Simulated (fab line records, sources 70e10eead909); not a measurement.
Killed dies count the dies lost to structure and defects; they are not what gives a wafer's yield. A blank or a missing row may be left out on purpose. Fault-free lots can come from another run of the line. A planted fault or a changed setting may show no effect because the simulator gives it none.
Matching of chambers || flow nandHarc || NHARC_A_CONTACT_DESCUM_47 on rieDiel-10 has 4 sister chambers
The step chemistry O2, time 3 s. 33 wafers are shown with their chamber, then 12 later ones without.

== WAFERS WITH THEIR CHAMBER ==
{"wafer": "L075.1", "chamber": 0, "drypumpMotorCurrentA (A)": 6.13, "showerheadPlenumPTorr (Torr)": 1.96, "oesProductAu (a.u.)": 1.015}
{"wafer": "L075.3", "chamber": 3, "drypumpMotorCurrentA (A)": 5.83, "showerheadPlenumPTorr (Torr)": 1.86, "oesProductAu (a.u.)": 1.000}
{"wafer": "L075.4", "chamber": 2, "drypumpMotorCurrentA (A)": 6.24, "showerheadPlenumPTorr (Torr)": 1.89, "oesProductAu (a.u.)": 0.997}
{"wafer": "L077.1", "chamber": 1, "drypumpMotorCurrentA (A)": 5.65, "showerheadPlenumPTorr (Torr)": 1.88, "oesProductAu (a.u.)": 1.009}
{"wafer": "L077.2", "chamber": 3, "drypumpMotorCurrentA (A)": 5.83, "showerheadPlenumPTorr (Torr)": 1.86, "oesProductAu (a.u.)": 1.005}
{"wafer": "L077.6", "chamber": 0, "drypumpMotorCurrentA (A)": 6.17, "showerheadPlenumPTorr (Torr)": 1.96, "oesProductAu (a.u.)": 1.020}
{"wafer": "L076.1", "chamber": 3, "drypumpMotorCurrentA (A)": 5.82, "showerheadPlenumPTorr (Torr)": 1.86, "oesProductAu (a.u.)": 0.991}
{"wafer": "L076.3", "chamber": 2, "drypumpMotorCurrentA (A)": 6.25, "showerheadPlenumPTorr (Torr)": 1.89, "oesProductAu (a.u.)": 1.008}
{"wafer": "L076.5", "chamber": 3, "drypumpMotorCurrentA (A)": 5.81, "showerheadPlenumPTorr (Torr)": 1.86, "oesProductAu (a.u.)": 1.008}
{"wafer": "L079.3", "chamber": 2, "drypumpMotorCurrentA (A)": 6.24, "showerheadPlenumPTorr (Torr)": 1.89, "oesProductAu (a.u.)": 0.993}
{"wafer": "L079.5", "chamber": 0, "drypumpMotorCurrentA (A)": 6.15, "showerheadPlenumPTorr (Torr)": 1.96, "oesProductAu (a.u.)": 1.005}
{"wafer": "L079.6", "chamber": 3, "drypumpMotorCurrentA (A)": 5.79, "showerheadPlenumPTorr (Torr)": 1.86, "oesProductAu (a.u.)": 0.989}
{"wafer": "L082.1", "chamber": 0, "drypumpMotorCurrentA (A)": 6.19, "showerheadPlenumPTorr (Torr)": 1.96, "oesProductAu (a.u.)": 1.012}
{"wafer": "L082.3", "chamber": 2, "drypumpMotorCurrentA (A)": 6.26, "showerheadPlenumPTorr (Torr)": 1.89, "oesProductAu (a.u.)": 1.003}
{"wafer": "L082.6", "chamber": 2, "drypumpMotorCurrentA (A)": 6.23, "showerheadPlenumPTorr (Torr)": 1.89, "oesProductAu (a.u.)": 0.996}
{"wafer": "L081.3", "chamber": 2, "drypumpMotorCurrentA (A)": 6.28, "showerheadPlenumPTorr (Torr)": 1.89, "oesProductAu (a.u.)": 1.004}
{"wafer": "L081.4", "chamber": 3, "drypumpMotorCurrentA (A)": 5.79, "showerheadPlenumPTorr (Torr)": 1.86, "oesProductAu (a.u.)": 1.001}
{"wafer": "L081.5", "chamber": 1, "drypumpMotorCurrentA (A)": 5.64, "showerheadPlenumPTorr (Torr)": 1.87, "oesProductAu (a.u.)": 1.003}
{"wafer": "L084.3", "chamber": 2, "drypumpMotorCurrentA (A)": 6.24, "showerheadPlenumPTorr (Torr)": 1.89, "oesProductAu (a.u.)": 0.992}
{"wafer": "L084.4", "chamber": 1, "drypumpMotorCurrentA (A)": 5.66, "showerheadPlenumPTorr (Torr)": 1.87, "oesProductAu (a.u.)": 0.994}
{"wafer": "L084.6", "chamber": 2, "drypumpMotorCurrentA (A)": 6.24, "showerheadPlenumPTorr (Torr)": 1.89, "oesProductAu (a.u.)": 0.998}
{"wafer": "L087.2", "chamber": 0, "drypumpMotorCurrentA (A)": 6.18, "showerheadPlenumPTorr (Torr)": 1.95, "oesProductAu (a.u.)": 0.997}
{"wafer": "L087.5", "chamber": 2, "drypumpMotorCurrentA (A)": 6.23, "showerheadPlenumPTorr (Torr)": 1.88, "oesProductAu (a.u.)": 1.003}
{"wafer": "L087.6", "chamber": 3, "drypumpMotorCurrentA (A)": 5.83, "showerheadPlenumPTorr (Torr)": 1.86, "oesProductAu (a.u.)": 0.998}
{"wafer": "L088.4", "chamber": 2, "drypumpMotorCurrentA (A)": 6.24, "showerheadPlenumPTorr (Torr)": 1.88, "oesProductAu (a.u.)": 0.999}
{"wafer": "L088.5", "chamber": 0, "drypumpMotorCurrentA (A)": 6.17, "showerheadPlenumPTorr (Torr)": 1.95, "oesProductAu (a.u.)": 1.000}
{"wafer": "L088.6", "chamber": 2, "drypumpMotorCurrentA (A)": 6.25, "showerheadPlenumPTorr (Torr)": 1.88, "oesProductAu (a.u.)": 1.007}
{"wafer": "L090.2", "chamber": 0, "drypumpMotorCurrentA (A)": 6.17, "showerheadPlenumPTorr (Torr)": 1.95, "oesProductAu (a.u.)": 1.006}
{"wafer": "L090.4", "chamber": 2, "drypumpMotorCurrentA (A)": 6.25, "showerheadPlenumPTorr (Torr)": 1.88, "oesProductAu (a.u.)": 1.001}
{"wafer": "L090.5", "chamber": 2, "drypumpMotorCurrentA (A)": 6.23, "showerheadPlenumPTorr (Torr)": 1.88, "oesProductAu (a.u.)": 1.002}
{"wafer": "L089.4", "chamber": 3, "drypumpMotorCurrentA (A)": 5.82, "showerheadPlenumPTorr (Torr)": 1.86, "oesProductAu (a.u.)": 0.997}
{"wafer": "L089.5", "chamber": 3, "drypumpMotorCurrentA (A)": 5.79, "showerheadPlenumPTorr (Torr)": 1.86, "oesProductAu (a.u.)": 0.997}
{"wafer": "L089.6", "chamber": 2, "drypumpMotorCurrentA (A)": 6.23, "showerheadPlenumPTorr (Torr)": 1.88, "oesProductAu (a.u.)": 0.995}

SIGNATURES, as means of the wafers listed above
{"reading": "drypumpMotorCurrentA", "chamber 0": 6.1657, "chamber 1": 5.6500, "chamber 2": 6.2436, "chamber 3": 5.8122, "scatter within a chamber": 0.0162}
{"reading": "showerheadPlenumPTorr", "chamber 0": 1.9557, "chamber 1": 1.8733, "chamber 2": 1.8857, "chamber 3": 1.8600, "scatter within a chamber": 0.00448}
{"reading": "oesProductAu", "chamber 0": 1.00786, "chamber 1": 1.00200, "chamber 2": 0.99986, "chamber 3": 0.99844, "scatter within a chamber": 0.00625}
Rule: distance of a wafer from a chamber = root of the sum over the readings of ((wafer's reading minus chamber's mean) / reading's scatter) squared. If the next closest chamber is less than 2 further off than the closest, the wafer can't be placed; otherwise it belongs to the closest. The scatter: the root of (the sum of the squares of (reading less its chamber's mean) over the shown wafers, divided by (wafers less chambers)).

== WAFERS WHOSE CHAMBER IS MISSING ==
{"wafer": "L092.3", "drypumpMotorCurrentA (A)": 6.26, "showerheadPlenumPTorr (Torr)": 1.88, "oesProductAu (a.u.)": 0.999}
{"wafer": "L092.5", "drypumpMotorCurrentA (A)": 6.16, "showerheadPlenumPTorr (Torr)": 1.95, "oesProductAu (a.u.)": 1.003}
{"wafer": "L092.6", "drypumpMotorCurrentA (A)": 5.83, "showerheadPlenumPTorr (Torr)": 1.86, "oesProductAu (a.u.)": 0.985}
{"wafer": "L093.1", "drypumpMotorCurrentA (A)": 5.67, "showerheadPlenumPTorr (Torr)": 1.87, "oesProductAu (a.u.)": 1.000}
{"wafer": "L093.5", "drypumpMotorCurrentA (A)": 6.14, "showerheadPlenumPTorr (Torr)": 1.95, "oesProductAu (a.u.)": 1.002}
{"wafer": "L093.6", "drypumpMotorCurrentA (A)": 5.64, "showerheadPlenumPTorr (Torr)": 1.87, "oesProductAu (a.u.)": 0.994}
{"wafer": "L094.2", "drypumpMotorCurrentA (A)": 6.15, "showerheadPlenumPTorr (Torr)": 1.95, "oesProductAu (a.u.)": 1.001}
{"wafer": "L094.4", "drypumpMotorCurrentA (A)": 5.83, "showerheadPlenumPTorr (Torr)": 1.85, "oesProductAu (a.u.)": 0.997}
{"wafer": "L094.6", "drypumpMotorCurrentA (A)": 5.67, "showerheadPlenumPTorr (Torr)": 1.87, "oesProductAu (a.u.)": 0.998}
{"wafer": "L095.3", "drypumpMotorCurrentA (A)": 5.67, "showerheadPlenumPTorr (Torr)": 1.87, "oesProductAu (a.u.)": 0.987}
{"wafer": "L095.5", "drypumpMotorCurrentA (A)": 5.67, "showerheadPlenumPTorr (Torr)": 1.87, "oesProductAu (a.u.)": 0.987}
{"wafer": "L095.6", "drypumpMotorCurrentA (A)": 6.28, "showerheadPlenumPTorr (Torr)": 1.88, "oesProductAu (a.u.)": 0.997}

== WHICH CHAMBER EACH ONE RAN IN ==
{"wafer": "L092.3", "from the rows above": 2, "in truth": 2}
{"wafer": "L092.5", "from the rows above": 0, "in truth": 0}
{"wafer": "L092.6", "from the rows above": 3, "in truth": 3}
{"wafer": "L093.1", "from the rows above": 1, "in truth": 1}
{"wafer": "L093.5", "from the rows above": 0, "in truth": 0}
{"wafer": "L093.6", "from the rows above": 1, "in truth": 1}
{"wafer": "L094.2", "from the rows above": 0, "in truth": 0}
{"wafer": "L094.4", "from the rows above": 3, "in truth": 3}
{"wafer": "L094.6", "from the rows above": 1, "in truth": 1}
{"wafer": "L095.3", "from the rows above": 1, "in truth": 1}
{"wafer": "L095.5", "from the rows above": 1, "in truth": 1}
{"wafer": "L095.6", "from the rows above": 2, "in truth": 2}
Correctly placed: 12 of 12. Left unplaced by these rows: 0. Wrongly placed: 0.
